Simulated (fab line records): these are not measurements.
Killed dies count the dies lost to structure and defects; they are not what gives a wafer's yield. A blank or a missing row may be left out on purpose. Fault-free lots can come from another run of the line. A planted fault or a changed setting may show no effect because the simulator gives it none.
fab line records | flow nandHarc
[record] lots = 13 | wafers = 37 | lastDay = 34
route steps=1302 shown P_BONDPAD@377 A_ONON_D1@438 A_CHANNEL_HOLE_D1@450 END@1302
lots untouched by any fault: they come from a run of this same line in which no faults occurred
startH: the number of hours between the record's first day and the start of the first shown wafer of the lot | waitH: hours since the lot's step before | " repeats the value in the row above | L1.1+2: a single row standing in for several wafers | - no value present, or no start provided | * or withheld: withheld | < > ~ a bound
route shown NAME@n: a module of which the file shows steps, and the number in the route of the first | usual: the fault-free wafers' mean and standard deviation | same: alike in all rows | chamber/n: place in a boat | sites: readings site by site | _std_site: standard deviation of those values | _edge_site: outer sites' mean less inner sites' | radiusMm: how far each site lies from the wafer's centre | mask NAME#n: copy n | behind: tool/chamber where the wafer was last shaped | hold: why the lot was held/for how many hours/how that ended | device: the n, p or np transistor that did not switch | end of line: at the end of the route, the tests of the same wafers | step lacking rows: just its recipe | killed: the dies lost at the first sort to structure and to defects; this is not the yield of the wafer | map: per-die view of a wafer (x killed, . not killed, _ where there is no die)
set.NAME: the run value of the setting; set.NAME@STEP: its run value at that earlier step | model.NAME: the simulator's own value behind a step, which no gauge read
route steps across a sampled set of lots; one table per step, one row per wafer
services: when a tool's chamber went out of use (startH, in hours from the record's first day, below 0 if earlier), for how many hours, and the reason
[[steps]]
[step NHARC_P_BONDPAD_PVD_27]
[recipe] targetThkA = 300 | chamberPressurePa = 5 | powerW = 5000 | substrateTempC = 30 | timeS = 20.49 | material = Cu
[usual] throttleValvePct = 29.9/1.2
lot.wafer | tool          | chamber | startH | waitH | throttleValvePct
L512.1    | pvdSputter-01 | -       | -      | -     | 30.2
L512.6    | "             | -       | "      | "     | 30.6
L512.5    | "             | -       | "      | "     | 30.2
L514.4    | pvdSputter-03 | -       | -      | -     | 30.4
L514.1    | "             | -       | "      | "     | 27.4
L514.6    | "             | -       | "      | "     | 30.4
L516.3    | pvdSputter-02 | -       | -      | -     | 27.6
L516.1    | "             | -       | "      | "     | 30.0
L516.5    | "             | -       | "      | "     | 29.6
L517.3    | pvdSputter-01 | -       | -      | -     | 30.9
L517.2    | "             | -       | "      | "     | 30.2
L517.6    | "             | -       | "      | "     | 30.5
L518.1    | pvdSputter-02 | -       | -      | -     | 30.2
L518.3    | "             | -       | "      | "     | 27.3
L518.5    | "             | -       | "      | "     | 30.2
L519.2    | pvdSputter-02 | -       | -      | -     | 27.6
L519.4    | "             | -       | "      | "     | 29.1
L519.5    | "             | -       | "      | "     | 27.6
L522.3    | pvdSputter-01 | -       | -      | -     | 31.8
L522.5    | "             | -       | "      | "     | 30.7
L522.6    | "             | -       | "      | "     | 31.6
L523.2    | pvdSputter-01 | -       | -      | -     | 31.8
L523.6    | "             | -       | "      | "     | 31.7
L523.5    | "             | -       | "      | "     | 28.8
L524.1    | pvdSputter-02 | -       | -      | -     | 29.3
L524.6    | "             | -       | "      | "     | 30.7
L524.5    | "             | -       | "      | "     | 30.0
L525.1    | pvdSputter-03 | -       | -      | -     | 29.8
L525.6    | "             | -       | "      | "     | 30.1
L528.1    | pvdSputter-03 | -       | -      | -     | 30.2
L528.2    | "             | -       | "      | "     | 29.7
L533.2    | pvdSputter-02 | -       | -      | -     | 31.1
L533.3    | "             | -       | "      | "     | 30.6
L533.1    | "             | -       | "      | "     | 27.5
L534.1    | pvdSputter-03 | -       | -      | -     | 30.1
L534.3    | "             | -       | "      | "     | 29.8
L534.2    | "             | -       | "      | "     | 27.6
[step NHARC_P_BONDPAD_ACTIVATE_29]
[recipe] timeS = 60 | n2FlowSccm = 200 | arFlowSccm = 0 | biasPowerW = 0 | chemistry = N2
[usual] drypumpMotorCurrentA = 5.5/0.62 | oesProductAu = 1.000/0.011 | rfVppV = 64.1/0.88 | showerheadPlenumPTorr = 1.76/0.077
lot.wafer | tool       | chamber | startH | waitH | drypumpMotorCurrentA | oesProductAu | rfHoursCounterH | rfVppV | showerheadPlenumPTorr
L512.1    | rieDiel-04 | 2       | 149.40 | 0.1   | 4.6                  | 1.004        | 8.7             | 63.7   | 1.70
L512.5    | "          | 1       | "      | "     | 4.8                  | 0.997        | -               | 65.0   | 1.89
L512.6    | "          | 2       | "      | "     | 4.6                  | 0.996        | -               | 62.6   | 1.70
L514.4    | rieDiel-02 | 0       | 161.91 | 0.1   | 6.3                  | 0.999        | 3.2             | 64.2   | 1.83
L514.1    | "          | 2       | "      | "     | 5.0                  | 1.015        | 3.5             | 64.8   | 1.75
L514.6    | "          | 0       | "      | "     | 6.3                  | 1.001        | -               | 64.4   | 1.83
L516.1    | rieDiel-07 | 1       | 184.37 | 0.1   | 5.3                  | 0.993        | 4.2             | 63.3   | 1.66
L516.3    | "          | 2       | "      | "     | 5.4                  | 0.979        | 4.3             | 66.6   | 1.90
L516.5    | "          | 0       | "      | "     | 6.5                  | 1.010        | -               | 64.4   | 1.84
L517.2    | rieDiel-07 | 1       | 198.51 | 0.1   | 5.3                  | 1.019        | 4.4             | 63.5   | 1.66
L517.3    | "          | 3       | "      | "     | 6.2                  | 1.015        | 4.1             | 65.3   | 1.68
L517.6    | "          | 0       | "      | "     | 6.5                  | 1.011        | -               | 63.9   | 1.84
L518.1    | rieDiel-02 | 3       | 201.52 | 0.1   | 5.3                  | 0.990        | 4.0             | 63.8   | 1.69
L518.3    | "          | 2       | "      | "     | 5.1                  | 1.014        | 4.6             | 63.0   | 1.75
L518.5    | "          | 0       | "      | "     | 6.3                  | 0.993        | -               | 63.7   | 1.83
L519.2    | rieDiel-04 | 3       | 216.67 | 0.1   | 4.7                  | 0.994        | 1.0             | 64.9   | 1.84
L519.4    | "          | 1       | "      | "     | 4.8                  | 0.991        | 1.4             | 65.2   | 1.89
L519.5    | "          | 2       | "      | "     | 4.6                  | 0.992        | -               | 65.0   | 1.70
L522.3    | rieDiel-02 | 2       | 245.32 | 0.1   | 5.1                  | 1.019        | 0.5             | 63.8   | 1.75
L522.5    | "          | 1       | "      | "     | 6.0                  | 1.006        | -               | 64.7   | 1.72
L522.6    | "          | 2       | "      | "     | 5.1                  | 1.022        | -               | 64.2   | 1.75
L523.2    | rieDiel-02 | 0       | 265.04 | 0.1   | 6.3                  | 1.030        | 1.0             | 64.3   | 1.83
L523.6    | "          | 1       | "      | "     | 6.0                  | 0.996        | -               | 64.2   | 1.72
L523.5    | "          | 2       | "      | "     | 5.1                  | 1.014        | -               | 64.0   | 1.75
L524.1    | rieDiel-02 | 1       | 268.41 | 0.1   | 5.9                  | 1.002        | 1.2             | 64.6   | 1.72
L524.6    | "          | 3       | "      | "     | 5.4                  | 0.993        | -               | 62.8   | 1.69
L524.5    | "          | 0       | "      | "     | 6.3                  | 1.020        | -               | 65.0   | 1.83
L525.1    | rieDiel-02 | 1       | 285.73 | 0.1   | 5.9                  | 1.006        | 1.5             | 64.9   | 1.72
L525.6    | "          | 1       | "      | "     | 5.9                  | 1.006        | -               | 62.8   | 1.72
L528.2    | rieDiel-02 | 3       | 305.06 | 0.1   | 5.4                  | 0.989        | 1.7             | 63.4   | 1.69
L528.1    | "          | 0       | "      | "     | 6.3                  | 1.008        | 1.8             | 63.0   | 1.83
L533.3    | rieDiel-02 | 0       | 357.83 | 0.1   | 6.3                  | 1.014        | 3.8             | 64.3   | 1.82
L533.2    | "          | 1       | "      | "     | 6.0                  | 0.990        | 3.6             | 64.0   | 1.72
L533.1    | "          | 3       | "      | "     | 5.4                  | 0.996        | 3.6             | 64.0   | 1.68
L534.3    | rieDiel-02 | 2       | 361.88 | 0.1   | 5.1                  | 1.002        | 3.5             | 64.4   | 1.75
L534.2    | "          | 0       | "      | "     | 6.3                  | 1.009        | 3.9             | 64.3   | 1.82
L534.1    | "          | 1       | "      | "     | 5.9                  | 0.986        | 3.6             | 63.1   | 1.72
[step NHARC_A_ONON_D1_DEP_19]
[recipe] targetThkA = 10000 | n2FlowSccm = 2750 | n2oFlowSccm = 2000 | nh3FlowSccm = 500 | sih4FlowSccm = 210 | tempC = 400
lot.wafer  | tool         | chamber | startH | waitH
L512.1+5+6 | pecvdOnon-04 | 0       | 185.67 | 0.1
L514.1+4+6 | pecvdOnon-04 | 0       | 201.31 | 0.1
L516.1+3+5 | pecvdOnon-01 | 0       | 217.37 | 0.1
L518.1+3+5 | pecvdOnon-01 | 0       | 232.85 | 0.1
L517.2+3+6 | pecvdOnon-04 | 0       | 232.91 | 0.1
L519.2+4+5 | pecvdOnon-02 | 0       | 255.76 | 0.1
L522.3+5+6 | pecvdOnon-04 | 0       | 279.73 | 0.2
L523.2+5+6 | pecvdOnon-02 | 0       | 298.36 | 0.1
L524.1+5+6 | pecvdOnon-02 | 0       | 302.16 | 0.1
L525.1+6   | pecvdOnon-02 | 0       | 324.35 | 0.1
L528.1+2   | pecvdOnon-02 | 0       | 340.38 | 0.1
L533.1+2+3 | pecvdOnon-01 | 0       | 393.38 | 0.1
L534.1+2+3 | pecvdOnon-04 | 0       | 399.68 | 0.1
[step NHARC_A_ONON_D1_THK_MEAS_21]
[recipe] thkMeasGauge = ellipsometry
[usual] thkNm = 1000/6.8
lot.wafer | tool         | chamber | startH | waitH | thkNm
L512.1    | filmMetro-01 | -       | 186.17 | -     | 1003
L512.5    | "            | -       | "      | "     | 1003
L512.6    | "            | -       | "      | "     | 1005
L514.1    | filmMetro-01 | -       | 201.82 | -     | 987
L514.4    | "            | -       | "      | "     | 987
L514.6    | "            | -       | "      | "     | 988
L516.1    | filmMetro-01 | -       | 217.88 | -     | 996
L516.3    | "            | -       | "      | "     | 998
L516.5    | "            | -       | "      | "     | 995
L518.1    | filmMetro-01 | -       | 233.36 | -     | 1008
L518.3    | "            | -       | "      | "     | 1008
L518.5    | "            | -       | "      | "     | 1007
L517.2    | filmMetro-02 | -       | 233.36 | -     | 1001
L517.3    | "            | -       | "      | "     | 1001
L517.6    | "            | -       | "      | "     | 1001
L519.2    | filmMetro-01 | -       | 256.22 | -     | 998
L519.4    | "            | -       | "      | "     | 997
L519.5    | "            | -       | "      | "     | 997
L522.3    | filmMetro-02 | -       | 280.12 | -     | 1005
L522.5    | "            | -       | "      | "     | 1006
L522.6    | "            | -       | "      | "     | 1007
L523.2    | filmMetro-02 | -       | 298.81 | -     | 994
L523.5    | "            | -       | "      | "     | 997
L523.6    | "            | -       | "      | "     | 996
L524.1    | filmMetro-02 | -       | 302.66 | -     | 792
L524.5    | "            | -       | "      | "     | 1011
L524.6    | "            | -       | "      | "     | 1010
L525.1    | filmMetro-02 | -       | 324.86 | -     | 779
L525.6    | "            | -       | "      | "     | 1000
L528.1    | filmMetro-01 | -       | 340.91 | -     | 782
L528.2    | "            | -       | "      | "     | 1001
L533.1    | filmMetro-01 | -       | 393.90 | -     | 989
L533.2    | "            | -       | "      | "     | 989
L533.3    | "            | -       | "      | "     | 991
L534.1    | filmMetro-01 | -       | 400.20 | -     | 1008
L534.2    | "            | -       | "      | "     | 1005
L534.3    | "            | -       | "      | "     | 1009
[step NHARC_A_CHANNEL_HOLE_D1_DEP_00]
[recipe] targetThkA = 31000 | tempC = 400 | material = aC
[usual] throttleValvePct = 35.001/0.0095
lot.wafer | tool      | chamber | startH | waitH | throttleValvePct
L512.1    | aclDep-03 | 0       | 188.48 | 0.1   | 35.015
L512.5    | "         | 0       | 189.74 | 1.3   | 34.991
L512.6    | "         | 0       | "      | "     | 34.996
L514.1    | aclDep-03 | 0       | 205.75 | 1.7   | 35.004
L514.4    | "         | 0       | "      | "     | 35.002
L514.6    | "         | 0       | "      | "     | 34.999
L516.1    | aclDep-02 | 0       | 220.18 | 0.1   | 34.986
L516.3    | "         | 0       | "      | "     | 35.003
L516.5    | "         | 0       | "      | "     | 34.980
L518.1    | aclDep-03 | 0       | 235.66 | 0.1   | 34.986
L518.3    | "         | 0       | "      | "     | 35.005
L518.5    | "         | 0       | "      | "     | 34.994
L517.2    | aclDep-01 | 0       | 235.98 | 0.4   | 34.989
L517.3    | "         | 0       | "      | "     | 34.993
L517.6    | "         | 0       | "      | "     | 35.001
L519.2    | aclDep-01 | 0       | 258.83 | 0.4   | 35.006
L519.4    | "         | 0       | "      | "     | 35.003
L519.5    | "         | 0       | "      | "     | 34.996
L522.3    | aclDep-01 | 0       | 286.25 | 3.9   | 34.986
L522.5    | "         | 0       | "      | "     | 35.015
L522.6    | "         | 0       | "      | "     | 35.006
L523.2    | aclDep-01 | 0       | 301.46 | 0.4   | 34.995
L523.5    | "         | 0       | "      | "     | 35.002
L523.6    | "         | 0       | "      | "     | 35.006
L524.5    | aclDep-02 | 0       | 308.49 | 3.6   | 34.980
L524.6    | "         | 0       | "      | "     | 34.994
L525.6    | aclDep-02 | 0       | 328.79 | 1.7   | 34.996
L528.2    | aclDep-03 | 0       | 344.61 | 1.5   | 35.006
L533.1    | aclDep-03 | 0       | 396.21 | 0.1   | 34.997
L533.2    | "         | 0       | "      | "     | 34.997
L533.3    | "         | 0       | "      | "     | 35.013
L534.1    | aclDep-03 | 0       | 407.09 | 4.6   | 35.000
L534.2    | "         | 0       | "      | "     | 34.998
L534.3    | "         | 0       | "      | "     | 34.998
[step NHARC_END_SORT_01]
[recipe] tempC = 25
[usual] killedAtArray = 52/18 | killedAtOther = 0.6/0.83 | killedAtPeriphery = 4.3/2.8 | killedDies = 57/19 | killedOpen = 3.4/2 | killedShort = 2.5/1.7
[same] grossDies = 677
lot.wafer | tool      | chamber | startH | waitH | killedAtArray | killedAtOther | killedAtPeriphery | killedDies | killedOpen | killedShort
L524.1    | prober-02 | 0       | 688.22 | 2.5   | 673           | 1             | 3                 | 677        | 5          | 4
L524.5    | prober-02 | 0       | 691.41 | 3.7   | 18            | 0             | 1                 | 19         | 1          | 2
L524.6    | prober-02 | 0       | 692.21 | 4.0   | 26            | 0             | 1                 | 27         | 3          | 0
L525.1    | prober-02 | 0       | 703.29 | 2.5   | 667           | 2             | 8                 | 677        | 1          | 3
L525.6    | prober-02 | 0       | 707.31 | 4.0   | 70            | 0             | 2                 | 72         | 5          | 1
L528.1    | prober-01 | 0       | 714.23 | 2.5   | 668           | 0             | 9                 | 677        | 7          | 3
L528.2    | prober-01 | 0       | 715.04 | 2.8   | 39            | 2             | 6                 | 47         | 4          | 5
// killed by level:class
L524.1 A_ONON_D1:areaDep=644 A_CHANNEL_HOLE_D2:chamberFilmFlake=12 A_CHANNEL_HOLE_D1:chamberFilmFlake=4 A_STAIRCASE:chamberFilmFlake=3 A_SLIT:chamberFilmFlake=3 A_CHANNEL_FILL_D1:geometricParticle:short=2 P_GATE:geometricParticle:short=1 P_CONTACT:geometricParticle:open=1
L524.5 A_CHANNEL_HOLE_D2:chamberFilmFlake=10 A_CHANNEL_HOLE_D1:chamberFilmFlake=2 A_CHANNEL_HOLE_D2:geometricParticle:short=1 A_CHANNEL_FILL_D2:geometricParticle:short=1 A_WL_FILL:geometricParticle:open=1 P_M0:chamberFilmFlake=1 A_CHANNEL_FILL_D1:chamberFilmFlake=1 A_STAIRCASE:chamberFilmFlake=1
L524.6 A_CHANNEL_HOLE_D2:chamberFilmFlake=6 A_CHANNEL_HOLE_D1:chamberFilmFlake=4 A_SLIT:chamberFilmFlake=4 A_CHANNEL_FILL_D1:chamberFilmFlake=3 A_STAIRCASE:chamberFilmFlake=3 A_CONTACT:chamberFilmFlake=2 P_M0:geometricParticle:open=1 A_CONTACT:geometricParticle:open=1
L525.1 A_ONON_D1:areaDep=610 A_CHANNEL_HOLE_D1:chamberFilmFlake=33 A_CHANNEL_HOLE_D2:chamberFilmFlake=9 A_CONTACT:chamberFilmFlake=7 P_M2:chamberFilmFlake=6 A_STAIRCASE:chamberFilmFlake=3 P_GATE:geometricParticle:short=1 A_ONON_D1:geometricParticle:open=1
L525.6 A_CHANNEL_HOLE_D1:chamberFilmFlake=37 A_CHANNEL_HOLE_D2:chamberFilmFlake=13 A_CONTACT:chamberFilmFlake=7 A_ONON_D1:geometricParticle:open=2 A_ZERO_WELL:chamberFilmFlake=2 A_SLIT:chamberFilmFlake=2 A_ONON_D2:geometricParticle:open=1 A_CHANNEL_FILL_D2:geometricParticle:open=1
L528.1 A_ONON_D1:areaDep=636 A_CHANNEL_HOLE_D1:chamberFilmFlake=10 P_GATE:chamberFilmFlake=6 A_SLIT:chamberFilmFlake=5 A_CHANNEL_FILL_D2:chamberFilmFlake=3 A_DECK1_JOINT:geometricParticle:open=2 A_ONON_D2:geometricParticle:open=2 A_M0:geometricParticle:open=2
L528.2 A_CHANNEL_HOLE_D1:chamberFilmFlake=10 A_STAIRCASE:chamberFilmFlake=10 P_GATE:chamberFilmFlake=5 A_SLIT:chamberFilmFlake=3 A_CHANNEL_FILL_D2:geometricParticle:short=2 A_WL_FILL:geometricParticle:short=2 A_CHANNEL_FILL_D2:chamberFilmFlake=2 A_CONTACT:chamberFilmFlake=2
[[services]]
tool          | chamber | startH | hours | kind
pecvdOnon-04  | -       | 130.00 | 13.0  | pm
aclDep-02     | -       | 148.52 | 0.7   | repair
pvdSputter-02 | -       | 150.08 | 10.1  | repair
pecvdOnon-02  | -       | 155.80 | 0.1   | repair
pvdSputter-03 | -       | 183.25 | 10.0  | pm
pecvdOnon-02  | -       | 185.09 | 13.0  | pm
pvdSputter-02 | -       | 187.23 | 2.3   | repair
aclDep-01     | -       | 191.63 | 13.0  | pm
rieDiel-02    | -       | 192.16 | 0.3   | repair
pvdSputter-02 | -       | 202.97 | 0.8   | repair
pvdSputter-01 | -       | 209.65 | 0.5   | repair
rieDiel-02    | -       | 216.70 | 9.0   | pm
pvdSputter-01 | -       | 226.00 | 10.0  | pm
pecvdOnon-01  | -       | 269.21 | 13.0  | pm
pvdSputter-02 | -       | 282.00 | 10.0  | pm
aclDep-03     | -       | 298.78 | 13.0  | pm
pecvdOnon-04  | -       | 311.00 | 13.0  | pm
pvdSputter-02 | -       | 349.33 | 0.7   | repair
pvdSputter-01 | -       | 356.69 | 1.9   | repair
pvdSputter-03 | -       | 361.25 | 10.0  | pm
pecvdOnon-02  | -       | 366.09 | 13.0  | pm
aclDep-01     | -       | 373.09 | 13.0  | pm
rieDiel-02    | -       | 393.70 | 9.0   | pm
pvdSputter-01 | -       | 404.00 | 10.0  | pm
[[key]]
[firstSign] step = NHARC_A_ONON_D1_THK_MEAS_21 | reading = thkNm | direction = down | sigmas = 32 | usual = 1000 | struck = 784
[effect] step = NHARC_END_SORT_01 | reading = killedAtArray | direction = up | sigmas = 34 | usual = 52 | struck = 669
[moreKillsBornAt] NHARC_A_ONON_D1_DEP_19@pecvdOnon-02 = 1890
metAt NHARC_A_ONON_D1_DEP_19
struckLots L524,L525,L528
struckWafers L524.1,L525.1,L528.1
laterRowsLeftOut L524.1,L525.1,L528.1
testerLeftOut L524,L525,L528
notActingAt NHARC_P_BONDPAD_PVD_27,NHARC_P_BONDPAD_ACTIVATE_29,NHARC_A_CHANNEL_HOLE_D1_DEP_00
onsetBetween 298.36 302.16
[fault] kind = processParameterDrift | tool = pecvdOnon-02 | chamber = - | onsetH = 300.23 | steps = NHARC_A_ONON_D1_DEP_19 | channel = targetThkA | offset = * | shape = step | endH = 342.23 | scope = struckWafersOnly | actsIn = * | stated = *
// testerLeftOut: of these lots the tester's yield and bins aren't shown, on N5 and GAA mostly nor the transistor test; their killed dies are dies lost to structure and defects alone, not to doping, threshold or leakage, so they don't give the yield
// laterRowsLeftOut: the simulator's readings of these wafers behind a module that went badly wrong aren't trusted and aren't shown, but for the sort
